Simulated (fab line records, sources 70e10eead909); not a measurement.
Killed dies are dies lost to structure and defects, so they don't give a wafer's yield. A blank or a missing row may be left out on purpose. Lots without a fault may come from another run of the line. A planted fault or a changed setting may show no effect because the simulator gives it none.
fab line records | flow nand_harc
record lots=6 wafers=18 last_day=24
route steps=1159 shown A_WL_FILL@810 END@1159
lots that met no fault: from a run of the same line without faults
start_h: hours from the record's first day to the start of the lot's first wafer shown | wait_h: hours since the lot's step before | " the same as in the row above | L1.1+2: a row that stands for several wafers | - no value, or no start given | * or withheld: withheld | < > ~ a bound
route shown NAME@n: a module of which the file shows steps, and the number in the route of the first | usual: mean/standard deviation of fault-free wafers | same: alike in all rows | chamber/n: place in a boat | sites: the reading at each site | _std_site: their standard deviation | _edge_site: outer sites' mean less inner sites' | radius_mm: how far each site lies from the wafer's centre | mask NAME#n: copy n | behind: the tool/chamber that last shaped the wafer | hold: why the lot was held/for how many hours/how that ended | device: the transistor (n, p or np) that didn't switch | end of line: the same wafers' tests at the end of the route | a step without rows: its recipe alone | killed: dies lost to structure and defects at the first sort, not the wafer's yield | map: a wafer's dies, x killed, . not, _ none there
set.NAME: the setting as run; set.NAME@STEP: as run at that earlier step | model.NAME: the simulator's own value behind a step, which no gauge read
lots at some steps of the route; a table a step, a row a wafer
services: from which hour (start_h, from the record's first day; less than 0 if before it) a tool's chamber was out of use, for how many hours, and why
## steps
# step NHARC_A_WL_FILL_RTA_01
# recipe temp_c=1000 time_s=5
# usual lamp_power_pct=32.9/1.5 lamp_zone_5_pct=32.9/1.5 lamp_zone_7_pct=33.4/1.5 wafer_temp_C_max=1005.8/2.7
# columns lot.wafer tool chamber start_h wait_h lamp_power_pct lamp_zone_5_pct lamp_zone_7_pct wafer_temp_C_max
L186.1 rtp_anneal-02 0 338.65 - 31.2 31.3 31.8 1003.7
L186.2 " 0 " " 31.2 31.2 31.8 1003.6
L186.6 " 0 " " 31.3 31.2 31.8 1003.6
L191.2 rtp_anneal-02 0 354.54 - 31.3 31.3 31.8 1003.8
L191.3 " 0 " " 31.4 31.3 31.8 1003.2
L191.4 " 0 " " 31.3 31.3 31.8 1004.1
L188.1 rtp_anneal-01 0 357.27 - 34.1 34.1 34.7 1006.1
L188.2 " 0 " " 34.2 34.1 34.7 1008.3
L188.4 " 0 " " 34.2 34.2 34.8 1009.7
L206.1 rtp_anneal-01 0 445.65 - 34.2 34.2 34.8 1007.9
L206.2 " 0 " " 34.2 34.2 34.7 1008.7
L206.4 " 0 " " 34.2 34.2 34.8 1005.8
L205.2 rtp_anneal-02 0 445.95 - 31.3 31.3 31.8 1003.2
L205.4 " 0 " " 31.2 31.3 31.8 1002.9
L205.6 " 0 " " 31.3 31.3 31.8 1003.7
L208.1 rtp_anneal-01 0 479.14 - 34.2 34.2 34.8 1008.5
L208.4 " 0 " " 34.2 34.2 34.7 1007.6
L208.6 " 0 " " 34.2 34.2 34.8 1008.4
# step NHARC_A_WL_FILL_ALD_02
# recipe target_thk_a=20 pulse_time_s=3 ald_cycles=100 temp_c=450 material=TiN
# step NHARC_A_WL_FILL_CVD_03
# recipe target_thk_a=400 temp_c=300 pressure_torr=40 wf6_flow_sccm=40 h2_flow_sccm=1600 ar_flow_sccm=1560 time_s=3302 material=W
# usual heater_power_w=458/45 susceptor_temp_C=299.98/0.2 throttle_valve_pct=8.0/0.36
# columns lot.wafer tool chamber start_h wait_h heater_power_w susceptor_temp_C throttle_valve_pct
L186.2 cvd_w-02 1 342.14 2.8 530 - 8.2
L186.1 " 0 " " 420 - 8.0
L186.6 " 1 344.00 4.7 537 - 8.1
L191.2 cvd_w-01 0 357.79 2.6 437 299.96 8.3
L191.4 " 0 " " 447 299.77 8.3
L191.3 " 1 " " 466 300.14 7.2
L188.1 cvd_w-02 1 358.24 0.4 543 299.98 8.1
L188.2 " 0 " " 423 300.14 8.4
L188.4 " 0 " " 419 300.14 8.2
L206.1 cvd_w-01 0 446.47 0.2 444 299.92 8.3
L206.2 " 1 " " 458 300.11 7.3
L206.4 " 0 " " 441 299.99 8.2
L205.2 cvd_w-02 1 447.42 0.9 519 300.06 8.3
L205.4 " 1 " " 513 300.15 8.1
L205.6 " 1 " " 515 300.29 7.9
L208.1 cvd_w-02 0 480.26 0.5 399 - 8.0
L208.4 " 1 " " 522 - 8.3
L208.6 " 1 " " 515 - 8.1
# step NHARC_A_WL_FILL_ETCHBACK_04
# recipe target_depth_a=600 time_s=120 chemistry=NF3
# usual drypump_motor_current_A=5.90/0.18 oes_product_au=0.999/0.0078
# columns lot.wafer tool chamber start_h wait_h drypump_motor_current_A oes_product_au rf_hours_counter_h
L186.2 rie_metal-03 0 345.42 2.8 6.20 0.989 1.6
L186.1 " 1 " " 6.09 0.998 1.6
L186.6 " 1 " " 6.08 1.003 -
L191.2 rie_metal-01 1 361.11 2.8 6.04 1.006 0.6
L191.3 " 1 " " 6.02 1.009 -
L191.4 " 0 " " 5.78 0.995 -
L188.2 rie_metal-02 0 361.57 2.4 5.94 0.999 4.7
L188.1 " 1 " " 5.67 0.987 3.7
L188.4 " 0 " " 5.94 1.004 -
L206.2 rie_metal-01 1 449.79 2.4 6.04 1.000 3.4
L206.1 " 0 " " 5.74 0.993 3.1
L206.4 " 0 " " 5.74 0.989 -
L205.2 rie_metal-02 0 450.31 2.4 5.92 1.005 2.4
L205.4 " 1 " " 5.65 0.997 -
L205.6 " 0 " " 5.94 1.005 -
L208.1 rie_metal-02 0 483.08 2.4 5.92 1.000 3.2
L208.4 " 1 " " 5.62 1.006 -
L208.6 " 0 " " 5.94 1.004 -
# step NHARC_A_WL_FILL_ETCHBACK_05
# recipe target_depth_a=220 time_s=60 temp_c=40 chemistry=Cl2/BCl3
# usual drypump_motor_current_A=5.90/0.18 oes_product_au=1.001/0.0072
# columns lot.wafer tool chamber start_h wait_h drypump_motor_current_A oes_product_au rf_hours_counter_h
L186.1 rie_metal-03 0 345.66 0.2 6.21 0.989 1.7
L186.2 " 1 " " 6.07 0.991 1.7
L186.6 " 1 " " 6.06 0.995 -
L191.2 rie_metal-01 1 361.36 0.2 6.03 1.007 0.7
L191.3 " 0 " " 5.77 0.996 -
L191.4 " 1 " " 6.03 1.007 -
L188.2 rie_metal-02 1 361.81 0.2 5.64 1.004 3.8
L188.1 " 0 " " 5.94 1.009 4.8
L188.4 " 1 " " 5.65 1.004 -
L206.2 rie_metal-01 1 450.10 0.3 6.05 0.990 3.5
L206.1 " 0 " " 5.75 0.993 3.2
L206.4 " 1 " " 6.04 0.992 -
L205.2 rie_metal-02 1 450.52 0.2 5.65 0.995 1.6
L205.4 " 0 " " 5.95 1.004 -
L205.6 " 1 " " 5.66 0.991 -
L208.1 rie_metal-02 0 483.34 0.2 5.94 1.005 3.3
L208.4 " 1 " " 5.66 1.009 -
L208.6 " 0 " " 5.94 1.007 -
# step NHARC_A_WL_FILL_STRIP_27
# recipe power_w=1500 temp_c=250 time_s=20 chemistry=N2/H2
# usual drypump_motor_current_A=5.8/0.45 heater_power_w=352/36
# columns lot.wafer tool chamber start_h wait_h drypump_motor_current_A heater_power_w rf_hours_counter_h
L186.1 plasma_asher-01 0 345.80 0.1 6.5 409 20
L186.2 " 1 " " 5.8 359 20
L186.6 " 0 " " 6.5 403 -
L191.2 plasma_asher-01 1 361.51 0.1 5.8 360 23
L191.3 " 0 " " 6.5 410 -
L191.4 " 1 " " 5.8 360 -
L188.1 plasma_asher-01 0 362.19 0.4 6.5 398 24
L188.2 " 1 " " 5.7 356 24
L188.4 " 0 " " 6.4 395 -
L206.2 plasma_asher-02 1 450.27 0.1 5.2 305 29
L206.1 " 0 " " 5.7 343 29
L206.4 " 1 " " 5.2 310 -
L205.2 plasma_asher-01 0 450.69 0.2 6.5 417 56
L205.4 " 0 " " 6.5 400 -
L205.6 " 0 " " 6.5 407 -
L208.1 plasma_asher-02 0 483.49 0.1 5.7 346 41
L208.4 " 1 " " 5.2 296 -
L208.6 " 1 " " 5.2 314 -
# step NHARC_A_WL_FILL_STRIP_28
# recipe time_s=1200 temp_c=72.5 chemistry=post_etch_residue_remover
# step NHARC_A_WL_FILL_PRECLEAN_06
# recipe time_s=300 chemistry=DIW
# step NHARC_A_WL_FILL_SRD_07
# step NHARC_A_WL_FILL_ANNEAL_08
# recipe temp_c=450 time_s=1800
# step NHARC_A_WL_FILL_ALD_10
# recipe target_thk_a=500 pulse_time_s=10 ald_cycles=500 temp_c=300 material=SiO2
# usual ald_cycles=500/0 heater_power_w=458/43 precursor_pulse_height_rel=1.001/0.02 susceptor_temp_C=300.00/0.19
# same pulse_time_s=10
# columns lot.wafer tool chamber start_h wait_h ald_cycles heater_power_w precursor_pulse_height_rel susceptor_temp_C
L186.2 ald_hk-03 0 348.25 0.1 500 460 1.021 300.09
L186.1 " 2 349.29 1.1 500 526 0.979 299.97
L186.6 " 0 350.32 2.1 500 448 0.994 300.26
L191.3 ald_hk-02 3 363.88 0.0 500 453 1.013 299.87
L191.4 " 1 364.91 1.1 500 414 1.006 300.26
L191.2 " 2 " " 472 473 1.004 299.99
L188.2 ald_hk-02 1 369.82 2.4 500 429 0.986 300.07
L188.1 " 2 " " 472 471 0.999 300.13
L188.4 " 3 " " 500 444 0.986 300.39
L205.4 ald_hk-02 2 455.51 0.0 500 483 1.018 299.80
L205.2 " 0 456.54 1.1 500 376 0.976 299.61
L205.6 " 2 457.57 2.1 500 486 1.011 299.99
L206.2 ald_hk-03 3 458.38 2.9 500 415 1.038 300.14
L206.1 " 0 " " 500 474 1.003 299.92
L206.4 " 1 " " 500 496 0.977 300.03
L208.1 ald_hk-04 3 488.10 1.1 500 434 0.997 300.14
L208.4 " 1 490.16 3.1 500 467 0.993 299.85
L208.6 " 3 492.22 5.2 500 439 1.012 300.15
# step NHARC_A_WL_FILL_ETCHBACK_16
# recipe target_depth_a=880 time_s=17.6 c4f8_flow_sccm=withheld o2_flow_sccm=8 ar_flow_sccm=withheld rf_w=600 bias_w=800 chemistry=C4F8/O2/Ar
# step NHARC_END_SORT_01
# recipe temp_c=25
# usual killed_at_array=24/7.4 killed_at_other=0.5/0.81 killed_at_periphery=3.4/2.3 killed_dies=28/8 killed_open=3.4/1.8 killed_short=2.0/1.4
# same gross_dies=677
# columns lot.wafer tool chamber start_h wait_h killed_at_array killed_at_other killed_at_periphery killed_dies killed_open killed_short
L188.1 prober-01 0 465.58 2.5 12 1 2 15 4 1
L188.2 prober-01 0 466.38 2.8 9 0 2 11 4 1
L188.4 prober-01 0 467.96 3.4 11 0 2 13 2 2
L205.2 prober-01 0 562.43 2.8 14 0 4 18 2 3
L205.4 prober-01 0 564.03 3.4 16 0 3 19 2 2
L205.6 prober-01 0 565.64 4.0 19 0 5 24 2 0
# killed by level:class
L188.1 A_CHANNEL_HOLE_D1:chamber_film_flake=4 A_STAIRCASE:chamber_film_flake=3 A_CONTACT:chamber_film_flake=2 P_CONTACT:geometric_particle:open=1 P_M0:geometric_particle:open=1 A_CHANNEL_FILL_D1:geometric_particle:open=1 A_WL_FILL:geometric_particle:short=1 A_M0:geometric_particle:open=1
L188.2 A_STAIRCASE:chamber_film_flake=2 A_CONTACT:chamber_film_flake=2 P_M0:geometric_particle:open=1 P_M0:geometric_particle:short=1 A_ONON_D1:geometric_particle:open=1 A_CONTACT:geometric_particle:open=1 A_M0:geometric_particle:open=1 A_CHANNEL_HOLE_D1:chamber_film_flake=1
L188.4 A_CONTACT:chamber_film_flake=4 A_SGD_CUT:chamber_film_flake=2 P_GATE:geometric_particle:open=1 P_CONTACT:geometric_particle:short=1 A_WL_FILL:geometric_particle:short=1 A_M1:geometric_particle:open=1 A_ZERO_WELL:chamber_film_flake=1 A_CHANNEL_HOLE_D1:chamber_film_flake=1
L205.2 A_STAIRCASE:chamber_film_flake=4 A_CHANNEL_HOLE_D1:chamber_film_flake=3 P_CONTACT:chamber_film_flake=2 A_CONTACT:chamber_film_flake=2 P_CONTACT:geometric_particle:short=1 P_M1:geometric_particle:open=1 A_ONON_D1:geometric_particle:short=1 A_CONTACT:geometric_particle:short=1
L205.4 A_CHANNEL_HOLE_D1:chamber_film_flake=4 A_CONTACT:chamber_film_flake=4 A_ZERO_WELL:chamber_film_flake=2 A_CHANNEL_HOLE_D1:geometric_particle:short=1 A_CHANNEL_FILL_D1:geometric_particle:short=1 A_SGD_CUT:geometric_particle:open=1 A_CONTACT:geometric_particle:open=1 P_STI:chamber_film_flake=1
L205.6 A_CHANNEL_HOLE_D1:chamber_film_flake=4 A_STAIRCASE:chamber_film_flake=4 P_GATE:chamber_film_flake=3 A_SLIT:chamber_film_flake=3 A_CONTACT:chamber_film_flake=3 P_STI:chamber_film_flake=2 A_WL_FILL:chamber_film_flake=2 A_WL_FILL:geometric_particle:open=1
## services
# columns tool chamber start_h hours kind
rie_metal-02 1 318.63 9.0 repair
rie_metal-01 - 332.00 9.0 pm
rie_metal-01 0 332.00 9.0 vent_cycle
rie_metal-01 1 332.00 9.0 vent_cycle
rie_metal-01 0 341.00 - clean
rie_metal-01 1 341.00 - clean
cvd_w-02 - 349.77 2.3 repair
plasma_asher-01 - 355.74 1.9 repair
plasma_asher-02 - 360.00 9.0 pm
cvd_w-02 - 380.93 13.0 pm
rie_metal-02 - 388.00 9.0 pm
rie_metal-02 0 388.00 9.0 vent_cycle
rie_metal-02 1 388.00 9.0 vent_cycle
rie_metal-02 0 397.00 - clean
rie_metal-02 1 397.00 - clean
cvd_w-01 0 404.49 2.8 repair
rie_metal-02 1 404.98 17.1 repair
rie_metal-01 0 412.54 4.8 repair
rie_metal-03 0 414.92 17.5 repair
ald_hk-04 - 419.71 10.0 pm
plasma_asher-01 - 453.00 9.0 pm
rie_metal-03 - 453.00 9.0 pm
cvd_w-01 - 474.92 13.0 pm
ald_hk-03 - 489.22 1.2 repair
## key
first_sign step=NHARC_A_WL_FILL_ALD_10 reading=ald_cycles direction=down sigmas=99+ usual=500 struck=472
effect none on later readings
met_at NHARC_A_WL_FILL_ALD_10
struck_wafers L188.1,L191.2
tester_left_out L188,L191
fault kind=process_parameter_drift tool=ald_hk-02 chamber=2 onset_h=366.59 steps=NHARC_A_WL_FILL_ALD_10 channel=ald_cycles offset=-28 shape=step end_h=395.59 acts_in=these_recipes_only stated=500
# tester_left_out: of these lots the tester's yield and bins aren't shown, on N5 and GAA mostly nor the transistor test; their killed dies are dies lost to structure and defects alone, not to doping, threshold or leakage, so they don't give the yield
